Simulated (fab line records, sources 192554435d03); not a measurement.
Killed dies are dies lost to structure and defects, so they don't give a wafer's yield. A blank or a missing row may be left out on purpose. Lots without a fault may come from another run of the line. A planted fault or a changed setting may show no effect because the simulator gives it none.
fab line records | flow n5_finfet | part 2 of 2: steps 23 to 32 of 32
record lots=5 wafers=15 last_day=17
route steps=1938 shown BEOL_M8@1354
lots that met no fault: from a run of the same line without faults
start_h: hours from the record's first day to the start of the lot's first wafer shown | wait_h: hours since the lot's step before | " the same as in the row above | L1.1+2: a row that stands for several wafers | - no value, or no start given | * or withheld: withheld | < > ~ a bound
route shown NAME@n: a module of which the file shows steps, and the number in the route of the first | usual: mean/standard deviation of fault-free wafers | same: alike in all rows | chamber/n: place in a boat | sites: the reading at each site | _std_site: their standard deviation | _edge_site: outer sites' mean less inner sites' | radius_mm: how far each site lies from the wafer's centre | mask NAME#n: copy n | behind: the tool/chamber that last shaped the wafer | hold: why the lot was held/for how many hours/how that ended | device: the transistor (n, p or np) that didn't switch | end of line: the same wafers' tests at the end of the route | a step without rows: its recipe alone | killed: dies lost to structure and defects at the first sort, not the wafer's yield | map: a wafer's dies, x killed, . not, _ none there
set.NAME: the setting as run; set.NAME@STEP: as run at that earlier step | model.NAME: the simulator's own value behind a step, which no gauge read
lots at some steps of the route; a table a step, a row a wafer
services: from which hour (start_h, from the record's first day; less than 0 if before it) a tool's chamber was out of use, for how many hours, and why
## steps
# step N5_BEOL_M8_STRIP_36
# recipe chemistry=N2/H2 power_w=450 temp_c=40 pressure_mtorr=20 rf_frequency_hz=6e+07 overash_fraction=0.3 bias_power_w=7 h2_frac=0.5 n2_flow_sccm=200 h2_flow_sccm=200
# usual drypump_motor_current_A=5.7/0.55 oes_product_au=0.78/0.085 rf_vpp_V=59.2/1.6 showerhead_plenum_p_Torr=2.51/0.078 throttle_valve_pct=23.5/0.4
# columns lot.wafer tool chamber start_h wait_h drypump_motor_current_A oes_product_au rf_hours_counter_h rf_vpp_V showerhead_plenum_p_Torr throttle_valve_pct
L075.1 rie_diel-05 2 233.44 0.0 6.0 0.82 77 57.2 2.46 23.2
L075.3 " 0 " " 6.3 0.78 - 59.8 2.41 23.1
L075.4 " 2 " " 6.0 0.82 - 57.1 2.46 23.2
L077.2 rie_diel-02 1 241.08 0.0 5.8 0.74 157 60.1 2.55 24.2
L077.4 " 3 " " 5.3 0.93 15 58.2 2.59 23.8
L077.5 " 0 " " 6.2 0.66 - 59.2 2.61 24.0
L084.2 rie_diel-05 3 284.71 0.0 5.6 0.96 10 61.2 2.59 23.2
L084.3 " 2 " " 6.0 0.81 89 57.1 2.45 23.2
L084.5 " 3 " " 5.6 0.96 - 59.4 2.59 23.2
L085.2 rie_diel-05 1 301.58 0.0 5.0 0.69 232 59.1 2.51 23.4
L085.3 " 2 " " 6.0 0.80 96 58.5 2.45 23.2
L085.5 " 0 " " 6.3 0.75 - 59.8 2.40 23.1
L091.1 rie_diel-05 0 332.79 0.0 6.3 0.75 181 57.9 2.39 23.1
L091.5 " 2 " " 5.9 0.78 - 58.5 2.45 23.2
L091.6 " 0 " " 6.3 0.74 - 59.3 2.39 23.1
# step N5_BEOL_M8_TRENCH_ETCH_37
# recipe chemistry=C4F6/O2 target_depth_a=934.78 target=SiCOH_lowk time_s=31.2 ion_energy_ev=250 pressure_mtorr=30 source_w=345 bias_w=185 Ar_flow_sccm=300 C4F6_flow_sccm=10 O2_flow_sccm=10
# usual drypump_motor_current_A=5.7/0.55 oes_product_au=0.78/0.088 rf_vpp_V=651/16 showerhead_plenum_p_Torr=2.83/0.067 throttle_valve_pct=20.92/0.24
# columns lot.wafer tool chamber start_h wait_h drypump_motor_current_A oes_product_au rf_hours_counter_h rf_vpp_V showerhead_plenum_p_Torr throttle_valve_pct
L075.1 rie_diel-05 2 - - 5.9 0.82 77 631 2.78 20.78
L075.3 " 0 " " 6.3 0.76 - 641 2.75 20.93
L075.4 " 2 " " 5.9 0.81 - 630 2.78 20.79
L077.2 rie_diel-02 1 - - 5.8 0.74 157 663 2.86 21.27
L077.4 " 3 " " 5.3 0.90 15 634 2.89 21.00
L077.5 " 0 " " 6.2 0.67 - 683 2.92 21.37
L084.2 rie_diel-05 3 - - 5.6 0.96 10 658 2.89 20.51
L084.3 " 2 " " 5.9 0.80 89 628 2.77 20.80
L084.5 " 3 " " 5.6 0.96 - 657 2.89 20.52
L085.2 rie_diel-05 1 - - 4.9 0.66 232 654 2.85 20.96
L085.3 " 2 " " 5.9 0.80 96 629 2.77 20.83
L085.5 " 0 " " 6.3 0.75 - 638 2.74 20.98
L091.1 rie_diel-05 0 - - 6.3 0.73 181 639 2.73 20.98
L091.5 " 2 " " 5.9 0.79 - 631 2.76 20.82
L091.6 " 0 " " 6.3 0.75 - 639 2.73 20.99
# step N5_BEOL_M8_ETCH_41
# recipe chemistry=CH3F/O2 target=SiCN target_depth_a=319 taper_deg=2 time_s=57.8 ion_energy_ev=120 mask_material=TiN pressure_mtorr=30 source_w=395 bias_w=75 Ar_flow_sccm=150 CH3F_flow_sccm=30 O2_flow_sccm=20
# usual drypump_motor_current_A=5.6/0.55 oes_product_au=0.77/0.089 rf_vpp_V=296.9/1.3 showerhead_plenum_p_Torr=1.98/0.051 throttle_valve_pct=16.31/0.23
# columns lot.wafer tool chamber start_h wait_h drypump_motor_current_A oes_product_au rf_hours_counter_h rf_vpp_V showerhead_plenum_p_Torr throttle_valve_pct
L075.1 rie_diel-05 2 - - 5.9 0.82 78 298.9 1.95 16.16
L075.3 " 0 " " 6.3 0.76 - 296.9 1.93 16.31
L075.4 " 2 " " 5.9 0.81 - 294.8 1.95 16.15
L077.2 rie_diel-02 1 - - 5.8 0.75 157 296.7 2.01 16.62
L077.4 " 3 " " 5.3 0.90 15 298.6 2.04 16.39
L077.5 " 0 " " 6.2 0.66 - 298.7 2.06 16.82
L084.2 rie_diel-05 3 - - 5.6 0.97 10 298.1 2.04 15.90
L084.3 " 2 " " 5.9 0.80 89 295.8 1.95 16.17
L084.5 " 3 " " 5.6 0.95 - 299.0 2.04 15.92
L085.2 rie_diel-05 1 - - 4.9 0.66 232 298.0 2.00 16.37
L085.3 " 2 " " 5.9 0.80 96 296.8 1.94 16.18
L085.5 " 0 " " 6.3 0.75 - 295.0 1.92 16.37
L091.1 rie_diel-05 0 - - 6.3 0.73 181 297.0 1.91 16.38
L091.5 " 2 " " 5.9 0.78 - 297.0 1.94 16.21
L091.6 " 0 " " 6.3 0.74 - 296.5 1.91 16.38
# step N5_BEOL_M8_STRIP_80
# recipe chemistry=N2/H2 time_s=10 power_w=450 temp_c=40 pressure_mtorr=20 rf_frequency_hz=6e+07 bias_power_w=7 n2_flow_sccm=200 h2_flow_sccm=200
# usual drypump_motor_current_A=5.7/0.55 oes_product_au=0.78/0.085 rf_vpp_V=59.0/0.88 showerhead_plenum_p_Torr=2.51/0.078 throttle_valve_pct=23.5/0.4
# columns lot.wafer tool chamber start_h wait_h drypump_motor_current_A oes_product_au rf_hours_counter_h rf_vpp_V showerhead_plenum_p_Torr throttle_valve_pct
L075.1 rie_diel-05 2 - - 5.9 0.83 78 57.9 2.46 23.2
L075.3 " 0 " " 6.3 0.79 - 58.4 2.41 23.1
L075.4 " 2 " " 5.9 0.83 - 58.6 2.46 23.2
L077.2 rie_diel-02 1 - - 5.8 0.75 157 58.0 2.55 24.2
L077.4 " 3 " " 5.3 0.91 15 59.6 2.59 23.8
L077.5 " 0 " " 6.2 0.67 - 59.1 2.61 24.0
L084.2 rie_diel-05 3 - - 5.6 0.97 10 59.2 2.59 23.2
L084.3 " 2 " " 5.9 0.82 89 58.4 2.45 23.2
L084.5 " 3 " " 5.6 0.96 - 59.1 2.59 23.2
L085.2 rie_diel-05 1 - - 4.9 0.68 232 60.6 2.51 23.4
L085.3 " 2 " " 5.9 0.80 96 59.4 2.45 23.2
L085.5 " 0 " " 6.3 0.75 - 58.2 2.40 23.1
L091.1 rie_diel-05 0 - - 6.3 0.75 181 59.5 2.39 23.1
L091.5 " 2 " " 6.0 0.79 - 58.8 2.44 23.2
L091.6 " 0 " " 6.3 0.75 - 58.7 2.39 23.2
# step N5_BEOL_M8_OCD_MEAS_38
# usual trench_depth_nm=92.2/2
# columns lot.wafer tool chamber start_h wait_h trench_depth_nm
L075.1 ocd-02 - 233.72 - 90.9
L075.3 " - " " 92.9
L075.4 " - " " 90.9
L077.2 ocd-01 - 241.28 - 92.1
L077.4 " - " " 92.3
L077.5 " - " " 90.2
L084.2 ocd-02 - 284.90 - 93.3
L084.3 " - " " 90.8
L084.5 " - " " 94.2
L085.2 ocd-02 - 301.78 - 89.4
L085.3 " - " " 91.3
L085.5 " - " " 94.1
L091.1 ocd-01 - 333.07 - 92.8
L091.5 " - " " 91.1
L091.6 " - " " 94.4
# step N5_BEOL_M8_HM_STRIP_39
# recipe chemistry=peroxide_tin_strip material=TiN target_depth_a=250 temp_c=50 time_s=158
# columns lot.wafer tool chamber start_h wait_h
L075.1+3+4 wet_bench-02 4,2,6 233.75 0.0
L077.2+4+5 wet_bench-02 1,5,7 241.31 0.0
L084.2+3+5 wet_bench-02 1,7,0 284.94 0.0
L085.2+3+5 wet_bench-06 6,1,2 301.81 0.0
L091.1+5+6 wet_bench-06 4,2,0 333.11 0.0
# step N5_BEOL_M8_SRD_40
# recipe time_s=30 temp_c=23 rinse_liquid=diw dry=ipa_marangoni
# columns lot.wafer tool chamber start_h wait_h
L075.1+3+4 wet_bench-02 4,2,6 233.80 0.0
L077.2+4+5 wet_bench-02 1,5,7 241.36 0.0
L084.2+3+5 wet_bench-02 1,7,0 284.99 0.0
L085.2+3+5 wet_bench-06 6,1,2 301.86 0.0
L091.1+5+6 wet_bench-06 4,2,0 333.16 0.0
# step N5_BEOL_M8_PRECLEAN_42
# recipe chemistry=residue_remover time_s=60 temp_c=40
# columns lot.wafer tool chamber start_h wait_h
L075.1+3+4 wet_bench-02 4,2,6 233.82 0.0
L077.2+4+5 wet_bench-02 1,5,7 241.38 0.0
L084.2+3+5 wet_bench-02 1,7,0 285.01 0.0
L085.2+3+5 wet_bench-06 6,1,2 301.88 0.0
L091.1+5+6 wet_bench-06 4,2,0 333.18 0.0
# step N5_BEOL_M8_SRD_43
# recipe time_s=30 temp_c=23 rinse_liquid=diw dry=ipa_marangoni
# columns lot.wafer tool chamber start_h wait_h
L075.1+3+4 wet_bench-02 4,2,6 233.84 0.0
L077.2+4+5 wet_bench-02 1,5,7 241.39 0.0
L084.2+3+5 wet_bench-02 1,7,0 285.03 0.0
L085.2+3+5 wet_bench-06 6,1,2 301.89 0.0
L091.1+5+6 wet_bench-06 4,2,0 333.19 0.0
# step N5_BEOL_M8_CD_MEAS_35
# recipe target_cd_nm=40 polarity=opening
# usual cd_nm=39.7/0.74
# columns lot.wafer tool chamber start_h wait_h cd_nm
L075.1 cd_sem-02 - 233.88 0.0 39.3
L075.3 " - " " 38.7
L075.4 " - " " 39.0
L077.2 cd_sem-02 - 241.44 0.0 40.5
L077.4 " - " " 39.7
L077.5 " - " " 38.8
L084.2 cd_sem-02 - 285.08 0.0 40.4
L084.3 " - " " 39.7
L084.5 " - " " 40.5
L085.2 cd_sem-01 - 301.93 0.0 39.8
L085.3 " - " " 41.3
L085.5 " - " " 40.7
L091.1 cd_sem-01 - 333.23 0.0 38.8
L091.5 " - " " 39.5
L091.6 " - " " 39.2
## services
# columns tool chamber start_h hours kind
rie_diel-05 3 211.18 8.2 repair
euv_scanner-02 - 216.43 1.0 pm
euv_scanner-01 - 217.44 1.0 pm
euv_scanner-01 - 222.15 4.6 pm
rie_diel-05 3 228.10 - clean
rie_diel-05 3 228.10 - consumable_replace:esc
rie_diel-05 3 228.10 - consumable_replace:focus_ring
rie_diel-05 3 228.10 26.0 scheduled_down
rie_diel-05 3 228.10 26.0 vent_cycle
rie_diel-05 1 231.51 7.3 repair
euv_scanner-02 - 236.78 4.6 pm
rie_diel-02 0 271.52 9.9 repair
euv_scanner-02 - 272.58 1.0 pm
euv_scanner-01 - 273.59 1.0 pm
euv_scanner-02 - 274.56 0.1 repair
euv_scanner-01 - 277.82 1.3 repair
euv_scanner-02 - 280.02 5.0 repair
rie_diel-02 0 281.47 - clean
rie_diel-02 0 281.47 - consumable_replace:focus_ring
litho_track-01 - 282.45 - consumable_replace:filter
rie_diel-02 3 287.60 16.7 repair
euv_scanner-02 - 306.30 0.7 repair
euv_scanner-02 - 328.73 1.0 pm
euv_scanner-01 - 329.74 1.0 pm
